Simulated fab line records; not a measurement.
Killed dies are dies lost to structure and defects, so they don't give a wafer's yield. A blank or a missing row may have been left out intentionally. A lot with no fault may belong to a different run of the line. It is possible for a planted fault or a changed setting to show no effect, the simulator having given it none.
Split-lot study :: flow n5-finfet :: route with 1938 steps; 7 lots, 21 wafers read

## ON THE SPLIT
At N5_BEOL_M4_PECVD_72 (deposits SiO2 from TEOS/O2, target thk 16 nm, time 18 s), the setting temp-c was moved away from the recipe's 400 C on 10 of the 21 wafers read, by -2.5% to +4.0%. All remaining wafers had this setting at the recipe value.

## FROM THE SPLIT TO THE READING: what the file shows between them, 3 steps
- N5_BEOL_M4_HM_DEP_02: deposits TiN, target thk 20 nm
- N5_BEOL_M4_COAT_61: time 60 s, resist thk 60 nm
- N5_BEOL_M4_STRIP_97: strips in N2/H2, time 10 s

## THE READING
SiO2_of_BEOL_M4_PECVD_72.thk-nm (the simulator's own value, which no gauge read), in nm, at N5_BEOL_M4_HM_STRIP_39 (strips TiN in peroxide tin strip, target depth 25 nm, time 158 s). The file does not state a usual value for it. The 11 wafers here that ran the recipe average 15.8 nm, standard deviation 0.28 nm.

wafer: L077.4
tool, chamber at the split: pecvd-04, 0
temp-c as run, C: 400
against the recipe: recipe
SiO2_of_BEOL_M4_PECVD_72.thk-nm, nm: 15.6
against lot-mates on the recipe: -

wafer: L077.5
tool, chamber at the split: pecvd-04, 1
temp-c as run, C: 390
against the recipe: -2.5%
SiO2_of_BEOL_M4_PECVD_72.thk-nm, nm: 17.2
against lot-mates on the recipe: +1.6

wafer: L077.6
tool, chamber at the split: pecvd-04, 0
temp-c as run, C: 390
against the recipe: -2.5%
SiO2_of_BEOL_M4_PECVD_72.thk-nm, nm: 16.8
against lot-mates on the recipe: +1.2

wafer: L078.1
tool, chamber at the split: pecvd-03, 0
temp-c as run, C: 400
against the recipe: recipe
SiO2_of_BEOL_M4_PECVD_72.thk-nm, nm: 15.4
against lot-mates on the recipe: -

wafer: L078.4
tool, chamber at the split: pecvd-03, 1
temp-c as run, C: 400
against the recipe: recipe
SiO2_of_BEOL_M4_PECVD_72.thk-nm, nm: 16.2
against lot-mates on the recipe: -

wafer: L078.5
tool, chamber at the split: pecvd-03, 2
temp-c as run, C: 400
against the recipe: recipe
SiO2_of_BEOL_M4_PECVD_72.thk-nm, nm: 16.2
against lot-mates on the recipe: -

wafer: L080.2
tool, chamber at the split: pecvd-04, 0
temp-c as run, C: 413.5
against the recipe: +3.4%
SiO2_of_BEOL_M4_PECVD_72.thk-nm, nm: 14.4
against lot-mates on the recipe: -1.2

wafer: L080.3
tool, chamber at the split: pecvd-04, 2
temp-c as run, C: 413.5
against the recipe: +3.4%
SiO2_of_BEOL_M4_PECVD_72.thk-nm, nm: 14.6
against lot-mates on the recipe: -1.0

wafer: L080.5
tool, chamber at the split: pecvd-04, 0
temp-c as run, C: 400
against the recipe: recipe
SiO2_of_BEOL_M4_PECVD_72.thk-nm, nm: 15.6
against lot-mates on the recipe: -

wafer: L084.2
tool, chamber at the split: pecvd-04, 2
temp-c as run, C: 416.2
against the recipe: +4.0%
SiO2_of_BEOL_M4_PECVD_72.thk-nm, nm: 14.2
against lot-mates on the recipe: -1.8

wafer: L084.4
tool, chamber at the split: pecvd-04, 1
temp-c as run, C: 416.2
against the recipe: +4.0%
SiO2_of_BEOL_M4_PECVD_72.thk-nm, nm: 14.6
against lot-mates on the recipe: -1.4

wafer: L084.6
tool, chamber at the split: pecvd-04, 2
temp-c as run, C: 400
against the recipe: recipe
SiO2_of_BEOL_M4_PECVD_72.thk-nm, nm: 16
against lot-mates on the recipe: -

wafer: L087.1
tool, chamber at the split: pecvd-01, 2
temp-c as run, C: 400
against the recipe: recipe
SiO2_of_BEOL_M4_PECVD_72.thk-nm, nm: 15.6
against lot-mates on the recipe: -

wafer: L087.2
tool, chamber at the split: pecvd-01, 1
temp-c as run, C: 407
against the recipe: +1.8%
SiO2_of_BEOL_M4_PECVD_72.thk-nm, nm: 15.4
against lot-mates on the recipe: -0.2

wafer: L087.3
tool, chamber at the split: pecvd-01, 0
temp-c as run, C: 407
against the recipe: +1.8%
SiO2_of_BEOL_M4_PECVD_72.thk-nm, nm: 15
against lot-mates on the recipe: -0.6

wafer: L088.1
tool, chamber at the split: pecvd-04, 0,2
temp-c as run, C: 405.6
against the recipe: +1.4%
SiO2_of_BEOL_M4_PECVD_72.thk-nm, nm: 15.2
against lot-mates on the recipe: -0.6

wafer: L088.2
tool, chamber at the split: pecvd-04, 1
temp-c as run, C: 400
against the recipe: recipe
SiO2_of_BEOL_M4_PECVD_72.thk-nm, nm: 15.8
against lot-mates on the recipe: -

wafer: L088.6
tool, chamber at the split: pecvd-04, 0,2
temp-c as run, C: 405.6
against the recipe: +1.4%
SiO2_of_BEOL_M4_PECVD_72.thk-nm, nm: 15.4
against lot-mates on the recipe: -0.4

wafer: L094.2
tool, chamber at the split: pecvd-01, 0
temp-c as run, C: 400
against the recipe: recipe
SiO2_of_BEOL_M4_PECVD_72.thk-nm, nm: 16.2
against lot-mates on the recipe: -

wafer: L094.3
tool, chamber at the split: pecvd-01, 2
temp-c as run, C: 400
against the recipe: recipe
SiO2_of_BEOL_M4_PECVD_72.thk-nm, nm: 15.6
against lot-mates on the recipe: -

wafer: L094.5
tool, chamber at the split: pecvd-01, 2
temp-c as run, C: 400
against the recipe: recipe
SiO2_of_BEOL_M4_PECVD_72.thk-nm, nm: 16
against lot-mates on the recipe: -
The file does not say which wafer passed through which chamber wherever a row lists several chambers: such a row stands for several wafers.

FIT RESULTS
A straight line over all 21 wafers: SiO2_of_BEOL_M4_PECVD_72.thk-nm changes by -0.395 nm for each +1% of temp-c; r = -0.94; the points scatter about the line by 0.26 nm.
The same after taking each lot's own level away (the mean of its wafers on the recipe; 21 wafers): -0.408 nm for each +1%; r = -0.94; scatter 0.26 nm.
The reading moves by 1.7 nm for the largest change in temp-c, on that fit.
Measured against the standard deviation above, the lots' own levels, which go from 15.60 to 16.00 nm, span 1.4 times it.
Hence the lot-to-lot level has little effect on the slope; both slopes agree.
Check: with one of the wafers moved furthest among these (+4.0%) left out of the fit, the line predicts -1.48 nm for it against its lot-mates. Against them it came out at -1.8 nm.

## THE WHOLE CHAIN: every reading that the file lists as answering this split, in the file's order
step: N5_BEOL_M4_PECVD_72
what it does: deposits SiO2 from TEOS/O2, target thk 16 nm, time 18 s
reading: SiO2_of_BEOL_M4_PECVD_72.thk-nm (the simulator's own value, which no gauge read)
change (the file's fit): -0.424 nm for each +1% of the setting
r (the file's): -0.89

step: N5_BEOL_M4_HM_STRIP_39
what it does: strips TiN in peroxide tin strip, target depth 25 nm, time 158 s
reading: SiO2_of_BEOL_M4_PECVD_72.thk-nm (the simulator's own value, which no gauge read)
change (the file's fit): -0.386 nm for each +1% of the setting
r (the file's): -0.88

## THE FILE'S OWN FIT
SiO2_of_BEOL_M4_PECVD_72.thk-nm changes by -0.386 nm for each +1% of temp-c, r = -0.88.
